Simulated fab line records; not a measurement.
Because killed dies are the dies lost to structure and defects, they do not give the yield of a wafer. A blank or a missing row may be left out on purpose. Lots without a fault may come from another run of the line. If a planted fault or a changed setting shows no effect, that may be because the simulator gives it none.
fab line records + flow nandHarc
record:
- lots: 12
- wafers: 36
- lastDay: 24
route steps=1159 shown P_M1@310 P_BONDPAD@351 END@1159
lots untouched by any fault: they come from a run of this same line in which no faults occurred
startH: hours from the record's first day to the start of the lot's first wafer shown + waitH: how many hours have passed since the lot's step before this one + " same as the row above + L1.1+2: several wafers, shown together as one row + - no value, or no start given + * or withheld: withheld + < > ~ a bound
route shown NAME@n: names a module that has steps shown in the file, with the first one's number in the route + usual: mean/standard deviation of fault-free wafers + same: alike in all rows + chamber/n: place in a boat + sites: readings site by site + _std_site: standard deviation across them + _edge_site: mean of outer sites minus mean of inner sites + radiusMm: for every site, how far away it sits from the centre of the wafer + mask NAME#n: copy n + behind: the last tool/chamber to shape the wafer + hold: the reason the lot was held/the length of the hold in hours/how it ended + device: the n, p or np transistor that did not switch + end of line: the route-end tests of the same wafers + a step given without rows: its recipe and nothing more + killed: count of dies lost to structure and defects at first sort (not the wafer's yield) + map: the dies of a wafer, with x for killed, . for not killed, _ for no die there
set.NAME: setting as actually run; set.NAME@STEP: the setting as run at that earlier step + model.NAME: the simulator's own value behind a step, which no gauge read
one table for each step of the route and one row for each wafer, over a sample of lots
services: when a tool's chamber went out of use (startH, in hours from the record's first day, below 0 if earlier), for how many hours, and the reason
== steps ==
step: NHARC_P_M1_ANNEAL_31
recipe:
- tempC: 225
- timeS: 90
usual:
- wafer_temp_C_max: 225.97/0.28
| lot.wafer | tool         | chamber | startH | waitH | wafer_temp_C_max |
|-----------|--------------|---------|--------|-------|------------------|
| L599.1    | rtpAnneal-02 | 0       | 124.37 | 0.3   | 225.84           |
| L599.2    | "            | 0       | "      | "     | 225.86           |
| L599.6    | "            | 0       | "      | "     | 226.21           |
| L601.1    | rtpAnneal-02 | 0       | 129.20 | 0.3   | 225.85           |
| L601.2    | "            | 0       | "      | "     | 226.01           |
| L601.5    | "            | 0       | "      | "     | 226.47           |
| L602.1    | rtpAnneal-02 | 0       | 150.54 | 0.3   | 225.68           |
| L602.5    | "            | 0       | "      | "     | 226.25           |
| L602.6    | "            | 0       | "      | "     | 226.20           |
| L603.2    | rtpAnneal-02 | 0       | 151.28 | 0.4   | 225.82           |
| L603.3    | "            | 0       | "      | "     | 225.95           |
| L603.4    | "            | 0       | "      | "     | 226.31           |
| L604.1    | rtpAnneal-02 | 0       | 155.75 | -     | 225.88           |
| L604.3    | "            | 0       | "      | "     | 225.84           |
| L604.4    | "            | 0       | "      | "     | 226.03           |
| L605.3    | rtpAnneal-01 | 0       | 156.82 | -     | 225.40           |
| L605.5    | "            | 0       | "      | "     | 225.88           |
| L605.6    | "            | 0       | "      | "     | 226.27           |
| L606.2    | rtpAnneal-02 | 0       | 165.44 | 0.3   | 226.33           |
| L606.4    | "            | 0       | "      | "     | 226.06           |
| L606.5    | "            | 0       | "      | "     | 225.76           |
| L607.1    | rtpAnneal-01 | 0       | 170.19 | 0.3   | 225.61           |
| L607.2    | "            | 0       | "      | "     | 226.15           |
| L607.3    | "            | 0       | "      | "     | 225.60           |
| L609.2    | rtpAnneal-01 | 0       | 175.66 | -     | 225.76           |
| L609.4    | "            | 0       | "      | "     | 225.86           |
| L609.6    | "            | 0       | "      | "     | 226.04           |
| L608.1    | rtpAnneal-01 | 0       | 175.92 | 0.5   | 226.02           |
| L608.4    | "            | 0       | "      | "     | 225.74           |
| L608.6    | "            | 0       | "      | "     | 225.98           |
| L617.1    | rtpAnneal-01 | 0       | 232.06 | -     | 225.54           |
| L617.3    | "            | 0       | "      | "     | 225.75           |
| L617.4    | "            | 0       | "      | "     | 225.80           |
| L618.3    | rtpAnneal-02 | 0       | 237.32 | 0.3   | 225.81           |
| L618.5    | "            | 0       | "      | "     | 225.86           |
| L618.6    | "            | 0       | "      | "     | 225.57           |
step: NHARC_P_BONDPAD_DEP_00
recipe:
- targetThkA: 2500
- tempC: 370
- targetThkNm: 250
- pressureTorr: 3
- flowSccm: 200
- rfW: 450
- material: SiCN
usual:
- heaterPowerW: 584/71
| lot.wafer | tool     | chamber | startH | waitH | heaterPowerW |
|-----------|----------|---------|--------|-------|--------------|
| L599.1    | pecvd-01 | 1       | 129.80 | -     | 578          |
| L599.2    | "        | 2       | "      | "     | 628          |
| L599.6    | "        | 1       | "      | "     | 474          |
| L601.2    | pecvd-01 | 0       | 134.81 | -     | 691          |
| L601.1    | "        | 2       | "      | "     | 584          |
| L601.5    | "        | 2       | "      | "     | 595          |
| L602.1    | pecvd-01 | 2       | 156.33 | -     | 617          |
| L602.6    | "        | 2       | "      | "     | 623          |
| L602.5    | "        | 0       | "      | "     | 645          |
| L603.2    | pecvd-04 | 1       | 157.82 | -     | 620          |
| L603.3    | "        | 0       | "      | "     | 484          |
| L603.4    | "        | 0       | "      | "     | 499          |
| L604.1    | pecvd-04 | 0       | 161.63 | -     | 586          |
| L604.3    | "        | 1       | "      | "     | 614          |
| L604.4    | "        | 0       | "      | "     | 584          |
| L605.3    | pecvd-04 | 2       | 162.26 | -     | 597          |
| L605.6    | "        | 0       | "      | "     | 521          |
| L605.5    | "        | 1       | "      | "     | 632          |
| L606.2    | pecvd-02 | 1       | 170.87 | -     | 488          |
| L606.4    | "        | 1       | "      | "     | 516          |
| L606.5    | "        | 2       | "      | "     | 510          |
| L606.2    | pecvd-02 | 1       | 171.46 | -     | 497          |
| L606.4    | "        | 1       | "      | "     | 504          |
| L606.5    | "        | 2       | "      | "     | 513          |
| L607.3    | pecvd-04 | 2       | 175.78 | -     | 607          |
| L607.1    | "        | 0       | "      | "     | 556          |
| L607.2    | "        | 1       | "      | "     | 566          |
| L609.2    | pecvd-01 | 1       | 181.29 | -     | 536          |
| L609.4    | "        | 2       | "      | "     | 646          |
| L609.6    | "        | 0       | "      | "     | 731          |
| L609.2    | pecvd-01 | 1       | 181.89 | -     | 540          |
| L609.4    | "        | 2       | "      | "     | 622          |
| L609.6    | "        | 0       | "      | "     | 734          |
| L608.1    | pecvd-01 | 2       | 181.65 | -     | 569          |
| L608.6    | "        | 1       | "      | "     | 501          |
| L608.4    | "        | 2       | "      | "     | 590          |
| L608.1    | pecvd-01 | 2       | 182.25 | -     | 565          |
| L608.6    | "        | 1       | "      | "     | 492          |
| L608.4    | "        | 2       | "      | "     | 594          |
| L617.1    | pecvd-04 | 0       | 238.25 | -     | 475          |
| L617.3    | "        | 1       | "      | "     | 509          |
| L617.4    | "        | 2       | "      | "     | 687          |
| L618.3    | pecvd-04 | 0       | 243.43 | -     | 488          |
| L618.6    | "        | 2       | "      | "     | 694          |
| L618.5    | "        | 1       | "      | "     | 514          |
step: NHARC_P_BONDPAD_DESCUM_11
recipe:
- timeS: 3
- o2FlowSccm: 200
- arFlowSccm: 0
- biasPowerW: 0
- chemistry: O2
usual:
- drypumpMotorCurrentA: 6.1/0.45
- oesProductAu: 0.999/0.0078
- rfVppV: 58.0/0.89
- showerheadPlenumPTorr: 1.94/0.075
- throttleValvePct: 11.311/0.0098
| lot.wafer | tool       | chamber | startH | waitH | drypumpMotorCurrentA | oesProductAu | rfHoursCounterH | rfVppV | showerheadPlenumPTorr | throttleValvePct |
|-----------|------------|---------|--------|-------|----------------------|--------------|-----------------|--------|-----------------------|------------------|
| L599.2    | rieDiel-06 | 3       | 131.25 | -     | 6.4                  | 1.011        | 5               | 57.9   | 1.98                  | 11.312           |
| L599.1    | "          | 0       | "      | "     | 6.6                  | 0.998        | 5               | 56.7   | 1.99                  | 11.329           |
| L599.6    | "          | 1       | "      | "     | 6.3                  | 1.018        | -               | 57.1   | 1.82                  | 11.311           |
| L601.1    | rieDiel-02 | 2       | 136.25 | -     | 5.7                  | 1.005        | 50              | 57.4   | 1.88                  | 11.306           |
| L601.2    | "          | 1       | "      | "     | 5.1                  | 0.978        | 56              | 57.0   | 1.78                  | 11.318           |
| L601.5    | "          | 2       | "      | "     | 5.7                  | 0.999        | -               | 57.9   | 1.88                  | 11.311           |
| L602.1    | rieDiel-06 | 0       | 157.61 | -     | 6.6                  | 1.003        | 8               | 58.9   | 1.99                  | 11.310           |
| L602.6    | "          | 2       | "      | "     | 5.5                  | 0.990        | -               | 57.9   | 2.01                  | 11.316           |
| L602.5    | "          | 3       | "      | "     | 6.4                  | 1.011        | -               | 58.8   | 1.98                  | 11.303           |
| L603.4    | rieDiel-11 | 3       | 159.37 | -     | 5.5                  | 1.004        | 51              | 57.5   | 1.96                  | 11.321           |
| L603.3    | "          | 1       | "      | "     | 5.8                  | 1.004        | 48              | 57.4   | 1.95                  | 11.310           |
| L603.2    | "          | 2       | "      | "     | 5.4                  | 1.015        | 52              | 58.8   | 2.01                  | 11.310           |
| L604.4    | rieDiel-06 | 1       | 163.03 | -     | 6.3                  | 0.998        | 9               | 57.2   | 1.82                  | 11.300           |
| L604.1    | "          | 2       | "      | "     | 5.5                  | 1.003        | 10              | 59.3   | 2.01                  | 11.310           |
| L604.3    | "          | 3       | "      | "     | 6.4                  | 1.004        | 9               | 57.3   | 1.98                  | 11.302           |
| L605.3    | rieDiel-06 | 1       | 163.74 | -     | 6.3                  | 1.014        | 9               | 57.5   | 1.82                  | 11.319           |
| L605.6    | "          | 2       | "      | "     | 5.5                  | 0.999        | -               | 59.7   | 2.01                  | 11.309           |
| L605.5    | "          | 3       | "      | "     | 6.4                  | 1.010        | -               | 58.2   | 1.98                  | 11.317           |
| L606.2    | rieDiel-06 | 3       | 173.14 | -     | 6.4                  | 0.994        | 9               | 58.9   | 1.98                  | 11.306           |
| L606.4    | "          | 2       | "      | "     | 5.5                  | 0.988        | 11              | 58.4   | 2.01                  | 11.315           |
| L606.5    | "          | 3       | "      | "     | 6.4                  | 1.001        | -               | 59.3   | 1.98                  | 11.307           |
| L607.3    | rieDiel-06 | 0       | 177.24 | -     | 6.6                  | 0.998        | 9               | 59.0   | 1.99                  | 11.298           |
| L607.2    | "          | 1       | "      | "     | 6.3                  | 1.010        | 11              | 57.8   | 1.82                  | 11.299           |
| L607.1    | "          | 3       | "      | "     | 6.4                  | 1.002        | 10              | 57.8   | 1.98                  | 11.302           |
| L609.2    | rieDiel-06 | 1       | 183.36 | -     | 6.3                  | 0.999        | 11              | 57.5   | 1.82                  | 11.315           |
| L609.4    | "          | 3       | "      | "     | 6.4                  | 0.999        | 10              | 58.9   | 1.98                  | 11.294           |
| L609.6    | "          | 2       | "      | "     | 5.5                  | 0.999        | -               | 60.3   | 2.01                  | 11.327           |
| L608.4    | rieDiel-06 | 0       | 183.61 | -     | 6.6                  | 1.010        | 10              | 58.0   | 1.99                  | 11.309           |
| L608.1    | "          | 2       | "      | "     | 5.5                  | 0.999        | 11              | 57.4   | 2.01                  | 11.304           |
| L608.6    | "          | 1       | "      | "     | 6.3                  | 0.997        | -               | 57.1   | 1.82                  | 11.321           |
| L617.4    | rieDiel-06 | 2       | 239.55 | -     | 5.5                  | 0.994        | 16              | 57.4   | 2.00                  | 11.314           |
| L617.3    | "          | 3       | "      | "     | 6.4                  | 1.003        | 15              | 57.3   | 1.98                  | 11.314           |
| L617.1    | "          | 0       | "      | "     | 6.5                  | 0.994        | 13              | 59.6   | 1.99                  | 11.312           |
| L618.3    | rieDiel-02 | 2       | 244.73 | -     | 5.7                  | 1.001        | 33              | 56.8   | 1.87                  | 11.303           |
| L618.6    | "          | 2       | "      | "     | 5.7                  | 1.010        | -               | 58.0   | 1.87                  | 11.313           |
| L618.5    | "          | 3       | "      | "     | 6.5                  | 0.999        | -               | 58.4   | 1.77                  | 11.306           |
step: NHARC_P_BONDPAD_STRIP_15
recipe:
- o2FlowSccm: 500
- arFlowSccm: 0
- biasW: 0
- chemistry: O2
usual:
- drypumpMotorCurrentA: 6.0/0.47
- oesProductAu: 1.001/0.0077
- rfVppV: 57.9/0.82
- showerheadPlenumPTorr: 3.57/0.13
- throttleValvePct: 17.036/0.0093
same:
- biasW: 0
| lot.wafer | tool       | chamber | startH | waitH | drypumpMotorCurrentA | oesProductAu | rfHoursCounterH | rfVppV | showerheadPlenumPTorr | throttleValvePct |
|-----------|------------|---------|--------|-------|----------------------|--------------|-----------------|--------|-----------------------|------------------|
| L599.1    | rieDiel-11 | 0       | 131.62 | 0.1   | 6.1                  | 0.994        | 38              | 57.8   | 3.59                  | 17.029           |
| L599.2    | "          | 3       | "      | "     | 5.5                  | 0.987        | 39              | 56.4   | 3.61                  | 17.037           |
| L599.6    | "          | 2       | "      | "     | 5.4                  | 1.002        | -               | 58.1   | 3.71                  | 17.024           |
| L601.1    | rieDiel-06 | 0       | 136.67 | 0.1   | 6.6                  | 0.992        | 5               | 58.0   | 3.66                  | 17.034           |
| L601.2    | "          | 2       | "      | "     | 5.5                  | 1.002        | 6               | 57.1   | 3.69                  | 17.053           |
| L601.5    | "          | 0       | "      | "     | 6.6                  | 0.994        | -               | 56.4   | 3.66                  | 17.034           |
| L602.1    | rieDiel-06 | 0       | 158.03 | 0.1   | 6.6                  | 1.005        | 8               | 58.0   | 3.66                  | 17.033           |
| L602.5    | "          | 1       | "      | "     | 6.3                  | 1.007        | -               | 58.0   | 3.37                  | 17.043           |
| L602.6    | "          | 2       | "      | "     | 5.5                  | 0.998        | -               | 57.8   | 3.69                  | 17.038           |
| L603.4    | rieDiel-02 | 0       | 159.93 | 0.1   | 6.3                  | 0.979        | 0               | 57.4   | 3.46                  | 17.054           |
| L603.2    | "          | 1       | "      | "     | 5.1                  | 0.999        | 0               | 58.6   | 3.30                  | 17.045           |
| L603.3    | "          | 3       | "      | "     | 6.5                  | 1.010        | 0               | 57.5   | 3.30                  | 17.039           |
| L604.1    | rieDiel-06 | 3       | 163.42 | 0.1   | 6.4                  | 1.001        | 9               | 57.2   | 3.65                  | 17.043           |
| L604.4    | "          | 1       | "      | "     | 6.3                  | 1.006        | 9               | 57.4   | 3.37                  | 17.032           |
| L604.3    | "          | 2       | "      | "     | 5.5                  | 1.004        | 10              | 59.3   | 3.69                  | 17.044           |
| L605.3    | rieDiel-11 | 3       | 164.15 | 0.1   | 5.5                  | 0.992        | 53              | 60.3   | 3.60                  | 17.034           |
| L605.6    | "          | 0       | "      | "     | 6.1                  | 0.990        | -               | 58.9   | 3.58                  | 17.043           |
| L605.5    | "          | 1       | "      | "     | 5.9                  | 0.999        | -               | 58.6   | 3.59                  | 17.034           |
| L606.4    | rieDiel-06 | 3       | 173.55 | 0.1   | 6.4                  | 1.003        | 9               | 58.2   | 3.64                  | 17.056           |
| L606.2    | "          | 2       | "      | "     | 5.5                  | 0.999        | 11              | 58.2   | 3.69                  | 17.036           |
| L606.5    | "          | 3       | "      | "     | 6.4                  | 0.996        | -               | 57.8   | 3.64                  | 17.041           |
| L607.1    | rieDiel-06 | 1       | 177.63 | 0.1   | 6.3                  | 1.004        | 11              | 56.1   | 3.37                  | 17.059           |
| L607.3    | "          | 2       | "      | "     | 5.5                  | 1.002        | 11              | 57.9   | 3.69                  | 17.039           |
| L607.2    | "          | 3       | "      | "     | 6.4                  | 1.003        | 10              | 58.1   | 3.64                  | 17.037           |
| L609.2    | rieDiel-11 | 1       | 183.85 | 0.1   | 5.8                  | 1.011        | 58              | 59.2   | 3.58                  | 17.058           |
| L609.4    | "          | 3       | "      | "     | 5.5                  | 1.005        | 61              | 58.1   | 3.60                  | 17.031           |
| L609.6    | "          | 1       | "      | "     | 5.8                  | 0.998        | -               | 57.9   | 3.58                  | 17.022           |
| L608.1    | rieDiel-06 | 0       | 184.00 | 0.1   | 6.6                  | 0.997        | 10              | 58.0   | 3.66                  | 17.031           |
| L608.4    | "          | 1       | "      | "     | 6.3                  | 1.006        | 11              | 58.2   | 3.37                  | 17.035           |
| L608.6    | "          | 1       | "      | "     | 6.3                  | 1.006        | -               | 58.2   | 3.37                  | 17.056           |
| L617.4    | rieDiel-06 | 2       | 239.94 | 0.1   | 5.5                  | 1.005        | 16              | 59.5   | 3.69                  | 17.034           |
| L617.3    | "          | 3       | "      | "     | 6.4                  | 1.001        | 15              | 58.7   | 3.64                  | 17.043           |
| L617.1    | "          | 0       | "      | "     | 6.6                  | 0.995        | 14              | 57.2   | 3.66                  | 17.036           |
| L618.3    | rieDiel-11 | 2       | 245.17 | 0.1   | 5.4                  | 1.004        | 19              | 58.9   | 3.68                  | 17.031           |
| L618.5    | "          | 0       | "      | "     | 6.1                  | 0.995        | -               | 59.8   | 3.57                  | 17.036           |
| L618.6    | "          | 1       | "      | "     | 5.9                  | 0.996        | -               | 58.3   | 3.57                  | 17.042           |
step: NHARC_END_SORT_01
recipe:
- tempC: 25
usual:
- defectLimitedYield: 95.3/1.7
- killedAtArray: 28/11
- killedAtOther: 0.5/0.85
- killedAtPeriphery: 2.7/1.9
- killedDies: 32/12
- killedOpen: 3.3/1.6
- killedShort: 2.1/1.5
- sort_bin_2_pct: 1.5/0.71
- sort_bin_3_pct: 0.25/0.23
- sort_bin_4_pct: 3.0/1.1
- sortNPass: 645/12
- sortRimYieldPct: 95/3.1
- sortYieldPct: 95.3/1.7
same:
- grossDies: 677
- sort_bin_5_pct[%]: 0
- sort_bin_6_pct[%]: 0
- sort_bin_7_pct[%]: 0
- sort_bin_8_pct[%]: 0
- sortRimNGross: 106.00
| lot.wafer | tool      | chamber | startH | waitH | defectLimitedYield[%] | killedAtArray | killedAtOther | killedAtPeriphery | killedDies | killedOpen | killedShort | sort_bin_2_pct[%] | sort_bin_3_pct[%] | sort_bin_4_pct[%] | sortNPass | sortRimYieldPct[%] | sortYieldPct[%] |
|-----------|-----------|---------|--------|-------|-----------------------|---------------|---------------|-------------------|------------|------------|-------------|-------------------|-------------------|-------------------|-----------|--------------------|-----------------|
| L601.1    | prober-01 | 0       | 457.07 | 2.5   | 96.8                  | 22            | 0             | 0                 | 22         | 2          | 1           | 1.0               | 0.15              | 2.1               | 655       | 95                 | 96.8            |
| L601.2    | prober-01 | 0       | 457.87 | 2.8   | 94.5                  | 33            | 0             | 4                 | 37         | 3          | 1           | 1.2               | 0.15              | 4.1               | 640       | 94                 | 94.5            |
| L601.5    | prober-01 | 0       | 460.28 | 3.7   | 95.1                  | 29            | 0             | 4                 | 33         | 2          | 3           | 1.2               | 0.74              | 3.0               | 644       | 95                 | 95.1            |
killed by level:class
L601.1 A_SLIT:chamberFilmFlake=8 A_CHANNEL_HOLE_D1:chamberFilmFlake=5 A_CONTACT:chamberFilmFlake=5 A_CHANNEL_FILL_D1:geometricParticle:short=1 A_CONTACT:geometricParticle:open=1 A_M0:geometricParticle:open=1 A_SGD_CUT:chamberFilmFlake=1
L601.2 A_CHANNEL_HOLE_D1:chamberFilmFlake=14 A_SLIT:chamberFilmFlake=12 P_BONDPAD:chamberFilmFlake=2 A_SGD_CUT:chamberFilmFlake=2 P_CONTACT:geometricParticle:open=1 A_ONON_D1:geometricParticle:open=1 A_WL_FILL:geometricParticle:short=1 A_M0:geometricParticle:open=1
L601.5 A_CHANNEL_HOLE_D1:chamberFilmFlake=14 A_SLIT:chamberFilmFlake=9 P_CONTACT:geometricParticle:short=1 P_CONTACT:geometricParticle:open=1 A_ONON_D1:geometricParticle:short=1 A_STAIRCASE:geometricParticle:short=1 A_CONTACT:geometricParticle:open=1 P_ZERO_WELL:chamberFilmFlake=1
== services ==
| tool       | chamber | startH | hours | kind   |
|------------|---------|--------|-------|--------|
| rieDiel-02 | 1       | 111.34 | 3.7   | repair |
| rieDiel-11 | 2       | 119.37 | 3.8   | repair |
| rieDiel-11 | 1       | 120.32 | 20.1  | repair |
| rieDiel-06 | 0       | 122.34 | -     | clean  |
| rieDiel-06 | 1       | 122.34 | -     | clean  |
| rieDiel-06 | -       | 134.87 | 0.7   | repair |
| rieDiel-02 | 2       | 146.62 | 4.9   | repair |
| rieDiel-02 | -       | 150.76 | 9.0   | pm     |
| pecvd-04   | 0       | 151.19 | 3.4   | repair |
| pecvd-02   | -       | 153.45 | 13.0  | pm     |
| rieDiel-11 | -       | 153.86 | 0.4   | repair |
| pecvd-04   | -       | 155.90 | 1.0   | repair |
| pecvd-01   | 2       | 177.05 | 2.4   | repair |
| pecvd-02   | 0       | 183.67 | 6.2   | repair |
| rieDiel-11 | 2       | 188.43 | 10.9  | repair |
| rieDiel-11 | -       | 191.53 | 9.0   | pm     |
| pecvd-04   | -       | 195.28 | 13.0  | pm     |
| rieDiel-06 | 2       | 201.29 | 9.5   | repair |
| pecvd-02   | -       | 213.11 | 1.0   | repair |
| rieDiel-06 | 0       | 218.07 | 8.5   | repair |
| rieDiel-11 | 0       | 223.77 | 14.4  | repair |
| pecvd-04   | 1       | 227.64 | 5.6   | repair |
| pecvd-01   | -       | 237.00 | 13.0  | pm     |
| rieDiel-06 | -       | 241.34 | 9.0   | pm     |
== key ==
firstSign:
- step: NHARC_P_BONDPAD_DEP_00
- reading: visit
- direction: added
effect none on later readings
metAt NHARC_P_BONDPAD_DEP_00
struckLots L606,L608,L609
notActingAt NHARC_P_M1_ANNEAL_31,NHARC_P_BONDPAD_DESCUM_11,NHARC_P_BONDPAD_STRIP_15
fault:
- kind: repeatedStepWhole
- tool: pecvd-01,pecvd-02,pecvd-04
- chamber: -
- onsetH: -
- steps: NHARC_P_BONDPAD_DEP_00
- times: 1
- scope: struckLotsOnly
